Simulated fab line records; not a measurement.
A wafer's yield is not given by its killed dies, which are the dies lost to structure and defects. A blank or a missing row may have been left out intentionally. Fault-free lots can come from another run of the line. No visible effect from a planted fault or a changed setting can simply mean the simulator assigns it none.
What tool caused it? :: flow nand harc :: 45 wafers from 15 lots sampled at 4 of the route's 1159 steps

WHAT THE GAUGES READ, wafer by wafer
No reading from a measuring or inspecting step in the record can be judged against a usual standard deviation.

EACH LOT AND THE TOOL THAT RAN IT (in order: tool; ch and the chambers of the sampled wafers; start)
lot: L696
NHARC_A_M1_ETCH_15: rie diel-03 ch 0,1,2, day 18 13:53 or earlier
NHARC_A_M1_PVD_21: pvd sputter-03, day 18 13:53
NHARC_A_M1_PRE_CLEAN_32: pecvd-01 ch 0,1,2, day 18 15:17
NHARC_A_BONDPAD_DEP_00: pecvd-02 ch 0,2, day 18 15:55

lot: L697
NHARC_A_M1_ETCH_15: rie diel-05 ch 0,1,2, day 18 14:20 or earlier
NHARC_A_M1_PVD_21: pvd sputter-01, day 18 14:20
NHARC_A_M1_PRE_CLEAN_32: pecvd-03 ch 0,1, day 18 15:45
NHARC_A_BONDPAD_DEP_00: pecvd-04 ch 0,2, day 18 16:23

lot: L700
NHARC_A_M1_ETCH_15: rie diel-11 ch 0,1,3, day 18 19:56 or earlier
NHARC_A_M1_PVD_21: pvd sputter-01, day 18 19:56
NHARC_A_M1_PRE_CLEAN_32: pecvd-03 ch 0,1,2, day 18 21:20
NHARC_A_BONDPAD_DEP_00: pecvd-02 ch 0,1,2, day 18 22:01

lot: L701
NHARC_A_M1_ETCH_15: rie diel-11 ch 0,1,3, day 19 09:24 or earlier
NHARC_A_M1_PVD_21: pvd sputter-02, day 19 09:24
NHARC_A_M1_PRE_CLEAN_32: pecvd-01 ch 1,2, day 19 10:49
NHARC_A_BONDPAD_DEP_00: pecvd-04 ch 0,2, day 19 11:26

lot: L704
NHARC_A_M1_ETCH_15: rie diel-03 ch 0,1,3, day 19 15:08 or earlier
NHARC_A_M1_PVD_21: pvd sputter-02, day 19 15:08
NHARC_A_M1_PRE_CLEAN_32: pecvd-04 ch 0,2, day 19 17:20
NHARC_A_BONDPAD_DEP_00: pecvd-04 ch 0,1,2, no start

lot: L702
NHARC_A_M1_ETCH_15: rie diel-11 ch 1,3, day 19 15:25 or earlier
NHARC_A_M1_PVD_21: pvd sputter-03, day 19 15:25
NHARC_A_M1_PRE_CLEAN_32: pecvd-01 ch 0,1, day 19 17:42
NHARC_A_BONDPAD_DEP_00: pecvd-04 ch 0,2, day 19 18:29

lot: L706
NHARC_A_M1_ETCH_15: rie diel-03 ch 0,1,2, day 20 02:35 or earlier
NHARC_A_M1_PVD_21: pvd sputter-01, day 20 02:35
NHARC_A_M1_PRE_CLEAN_32: pecvd-01 ch 0,1, day 20 03:59
NHARC_A_BONDPAD_DEP_00: pecvd-02 ch 0,1,2, day 20 04:49

lot: L705
NHARC_A_M1_ETCH_15: rie diel-03 ch 0,1, day 20 05:16 or earlier
NHARC_A_M1_PVD_21: pvd sputter-01, day 20 05:16
NHARC_A_M1_PRE_CLEAN_32: pecvd-04 ch 1,2, day 20 06:40
NHARC_A_BONDPAD_DEP_00: pecvd-02 ch 1,2, day 20 07:17

lot: L708
NHARC_A_M1_ETCH_15: rie diel-11 ch 1,2,3, day 20 17:31 or earlier
NHARC_A_M1_PVD_21: pvd sputter-03, day 20 17:31
NHARC_A_M1_PRE_CLEAN_32: pecvd-01 ch 0,1,2, day 20 18:55
NHARC_A_BONDPAD_DEP_00: pecvd-02 ch 0,2, day 20 19:34

lot: L710
NHARC_A_M1_ETCH_15: rie diel-11 ch 1,2,3, day 20 23:51 or earlier
NHARC_A_M1_PVD_21: pvd sputter-01, day 20 23:51
NHARC_A_M1_PRE_CLEAN_32: pecvd-04 ch 0,1,2, day 21 01:20
NHARC_A_BONDPAD_DEP_00: pecvd-04 ch 0,1,2, no start

lot: L709
NHARC_A_M1_ETCH_15: rie diel-11 ch 1,2,3, day 21 09:34 or earlier
NHARC_A_M1_PVD_21: pvd sputter-01, day 21 09:34
NHARC_A_M1_PRE_CLEAN_32: pecvd-03 ch 0,1, day 21 10:58
NHARC_A_BONDPAD_DEP_00: -

lot: L711
NHARC_A_M1_ETCH_15: rie diel-11 ch 0,1,3, day 21 18:09 or earlier
NHARC_A_M1_PVD_21: pvd sputter-01, day 21 18:09
NHARC_A_M1_PRE_CLEAN_32: pecvd-04 ch 0,1,2, day 21 19:49
NHARC_A_BONDPAD_DEP_00: -

lot: L716
NHARC_A_M1_ETCH_15: rie diel-03 ch 0,1,3, day 21 23:20 or earlier
NHARC_A_M1_PVD_21: pvd sputter-02, day 21 23:20
NHARC_A_M1_PRE_CLEAN_32: pecvd-01 ch 0,1,2, day 22 00:58
NHARC_A_BONDPAD_DEP_00: -

lot: L718
NHARC_A_M1_ETCH_15: rie diel-11 ch 1,2,3, day 22 23:01 or earlier
NHARC_A_M1_PVD_21: pvd sputter-02, day 22 23:01
NHARC_A_M1_PRE_CLEAN_32: pecvd-04 ch 0,1,2, day 23 00:26
NHARC_A_BONDPAD_DEP_00: pecvd-02 ch 0,1,2, day 23 01:04

lot: L719
NHARC_A_M1_ETCH_15: rie diel-11 ch 1,2,3, day 24 09:40 or earlier
NHARC_A_M1_PVD_21: pvd sputter-02, day 24 09:40
NHARC_A_M1_PRE_CLEAN_32: pecvd-01 ch 0,1, day 24 11:04
NHARC_A_BONDPAD_DEP_00: pecvd-02 ch 0,2, day 24 12:04
- NHARC_A_M1_ETCH_15: etches the open film in C4F8/Ar, target depth 182.5 nm, time 91.2 s.
- NHARC_A_M1_PVD_21: deposits Cu, target thk 30 nm, time 20.49 s.
- NHARC_A_M1_PRE_CLEAN_32: time 12 s.
- NHARC_A_BONDPAD_DEP_00: deposits SiCN, target thk 250 nm.

AS READ BY THE TOOLS THEMSELVES (means over the sampled wafers that have a number; for cases with no such wafer, the mark the record gives instead)
NHARC_A_M1_ETCH_15. Usual: oes product au 0.944 a.u., standard deviation 0.023; rf vpp V 440.7 V, standard deviation 2.8.
lot: L696
tool: rie diel-03
oes product au (a.u.): 0.983
rf vpp V (V): 439.9
flag: 

lot: L697
tool: rie diel-05
oes product au (a.u.): 0.964
rf vpp V (V): 442.2
flag: 

lot: L700
tool: rie diel-11
oes product au (a.u.): 0.931
rf vpp V (V): 440.2
flag: 

lot: L701
tool: rie diel-11
oes product au (a.u.): 0.956
rf vpp V (V): 440.6
flag: 

lot: L704
tool: rie diel-03
oes product au (a.u.): 0.967
rf vpp V (V): 438.7
flag: 

lot: L702
tool: rie diel-11
oes product au (a.u.): 0.969
rf vpp V (V): 443.3
flag: 

lot: L706
tool: rie diel-03
oes product au (a.u.): 0.966
rf vpp V (V): 441.1
flag: 

lot: L705
tool: rie diel-03
oes product au (a.u.): 0.926
rf vpp V (V): 439.4
flag: 

lot: L708
tool: rie diel-11
oes product au (a.u.): 0.919
rf vpp V (V): 441.7
flag: 

lot: L710
tool: rie diel-11
oes product au (a.u.): 0.954
rf vpp V (V): 441.7
flag: 

lot: L709
tool: rie diel-11
oes product au (a.u.): 0.922
rf vpp V (V): 441.8
flag: 

lot: L711
tool: rie diel-11
oes product au (a.u.): 0.968
rf vpp V (V): 440.4
flag: 

lot: L716
tool: rie diel-03
oes product au (a.u.): 0.918
rf vpp V (V): 438.5
flag: 

lot: L718
tool: rie diel-11
oes product au (a.u.): 0.907
rf vpp V (V): 441.8
flag: 

lot: L719
tool: rie diel-11
oes product au (a.u.): 0.965
rf vpp V (V): 441.5
flag: 

NHARC_A_M1_PVD_21. Usual: cathode dc power W 5000.0 W, standard deviation 0.86; chamber pressure pa 5.000 Pa, standard deviation 0.0092; throttle valve pct 29.8 %, standard deviation 1.2.
lot: L696
tool: pvd sputter-03
cathode dc power W (W): 5000.2
chamber pressure pa (Pa): 5.006
throttle valve pct (%): 28.9
flag: 

lot: L697
tool: pvd sputter-01
cathode dc power W (W): 5000.7
chamber pressure pa (Pa): 4.999
throttle valve pct (%): 30.4
flag: 

lot: L700
tool: pvd sputter-01
cathode dc power W (W): 5000.3
chamber pressure pa (Pa): 4.985
throttle valve pct (%): 30.5
flag: 

lot: L701
tool: pvd sputter-02
cathode dc power W (W): 5000.2
chamber pressure pa (Pa): 5.006
throttle valve pct (%): 29.3
flag: 

lot: L704
tool: pvd sputter-02
cathode dc power W (W): 5000.3
chamber pressure pa (Pa): 5.005
throttle valve pct (%): 29.5
flag: 

lot: L702
tool: pvd sputter-03
cathode dc power W (W): 4999.9
chamber pressure pa (Pa): 5.000
throttle valve pct (%): 29.3
flag: 

lot: L706
tool: pvd sputter-01
cathode dc power W (W): 5000.0
chamber pressure pa (Pa): 4.997
throttle valve pct (%): 31.3
flag: 

lot: L705
tool: pvd sputter-01
cathode dc power W (W): 4998.9
chamber pressure pa (Pa): 5.009
throttle valve pct (%): 29.7
flag: 

lot: L708
tool: pvd sputter-03
cathode dc power W (W): 4999.6
chamber pressure pa (Pa): 5.002
throttle valve pct (%): 29.8
flag: 

lot: L710
tool: pvd sputter-01
cathode dc power W (W): 4999.9
chamber pressure pa (Pa): 5.002
throttle valve pct (%): 31.3
flag: 

lot: L709
tool: pvd sputter-01
cathode dc power W (W): -
chamber pressure pa (Pa): -
throttle valve pct (%): -
flag: OFF

lot: L711
tool: pvd sputter-01
cathode dc power W (W): -
chamber pressure pa (Pa): -
throttle valve pct (%): -
flag: OFF

lot: L716
tool: pvd sputter-02
cathode dc power W (W): -
chamber pressure pa (Pa): -
throttle valve pct (%): -
flag: OFF

lot: L718
tool: pvd sputter-02
cathode dc power W (W): 4999.5
chamber pressure pa (Pa): 4.989
throttle valve pct (%): 29.2
flag: 

lot: L719
tool: pvd sputter-02
cathode dc power W (W): 5000.3
chamber pressure pa (Pa): 5.002
throttle valve pct (%): 29.4
flag: 

NHARC_A_M1_PRE_CLEAN_32. Usual: heater power w reads 606 W (standard deviation 83).
lot: L696
tool: pecvd-01
heater power w (W): 560
flag: 

lot: L697
tool: pecvd-03
heater power w (W): 644
flag: 

lot: L700
tool: pecvd-03
heater power w (W): 542
flag: 

lot: L701
tool: pecvd-01
heater power w (W): 592
flag: 

lot: L704
tool: pecvd-04
heater power w (W): 637
flag: 

lot: L702
tool: pecvd-01
heater power w (W): 578
flag: 

lot: L706
tool: pecvd-01
heater power w (W): 546
flag: 

lot: L705
tool: pecvd-04
heater power w (W): 776
flag: 

lot: L708
tool: pecvd-01
heater power w (W): 554
flag: 

lot: L710
tool: pecvd-04
heater power w (W): 695
flag: 

lot: L709
tool: pecvd-03
heater power w (W): 539
flag: 

lot: L711
tool: pecvd-04
heater power w (W): 651
flag: 

lot: L716
tool: pecvd-01
heater power w (W): 553
flag: 

lot: L718
tool: pecvd-04
heater power w (W): 704
flag: 

lot: L719
tool: pecvd-01
heater power w (W): 570
flag: 

NHARC_A_BONDPAD_DEP_00. Usual: heater power w 559 W, standard deviation 79; showerhead vpp V 1275 V, standard deviation 50.
lot: L696
tool: pecvd-02
heater power w (W): 549
showerhead vpp V (V): 1212
flag: 

lot: L697
tool: pecvd-04
heater power w (W): 697
showerhead vpp V (V): 1287
flag: 

lot: L700
tool: pecvd-02
heater power w (W): 519
showerhead vpp V (V): 1238
flag: 

lot: L701
tool: pecvd-04
heater power w (W): 610
showerhead vpp V (V): 1271
flag: 

lot: L704
tool: pecvd-04
heater power w (W): 617
showerhead vpp V (V): 1268
flag: 

lot: L702
tool: pecvd-04
heater power w (W): 651
showerhead vpp V (V): 1298
flag: 

lot: L706
tool: pecvd-02
heater power w (W): 512
showerhead vpp V (V): 1266
flag: 

lot: L705
tool: pecvd-02
heater power w (W): 549
showerhead vpp V (V): 1249
flag: 

lot: L708
tool: pecvd-02
heater power w (W): 518
showerhead vpp V (V): 1215
flag: 

lot: L710
tool: pecvd-04
heater power w (W): 574
showerhead vpp V (V): 1278
flag: 

lot: L718
tool: pecvd-02
heater power w (W): 577
showerhead vpp V (V): 1260
flag: 

lot: L719
tool: pecvd-02
heater power w (W): 575
showerhead vpp V (V): 1208
flag: 

THE ANSWER, worked out from the rows above alone
Rule: a lot is off if the mean of its wafers that have a number lies more than 3 standard deviations from the usual mean. Also off: a lot with no number at a reading for which 4 or more lots have one. Where the step has rows for the other lots, those lots are counted as sound. The gauges are gone through in route order, then the tools' own readings, and for those a lot's mean is taken as printed above. The first step at which some lot is off is used, and at that step the reading that is off furthest; a lot without a number counts as furthest.
Off: L709, L711, L716 (NHARC_A_M1_PVD_21, cathode dc power W). Without a number there: L709, L711, L716.
A tool fits if, at that step or a process step before it, it ran every lot that is off, and no sound lot after the first of them. NHARC_A_M1_ETCH_15 gives no start for some lots, so the hours and the order of its lots are those of NHARC_A_M1_PVD_21. None of those tried fits.

WHAT THE SIMULATOR PUT IN
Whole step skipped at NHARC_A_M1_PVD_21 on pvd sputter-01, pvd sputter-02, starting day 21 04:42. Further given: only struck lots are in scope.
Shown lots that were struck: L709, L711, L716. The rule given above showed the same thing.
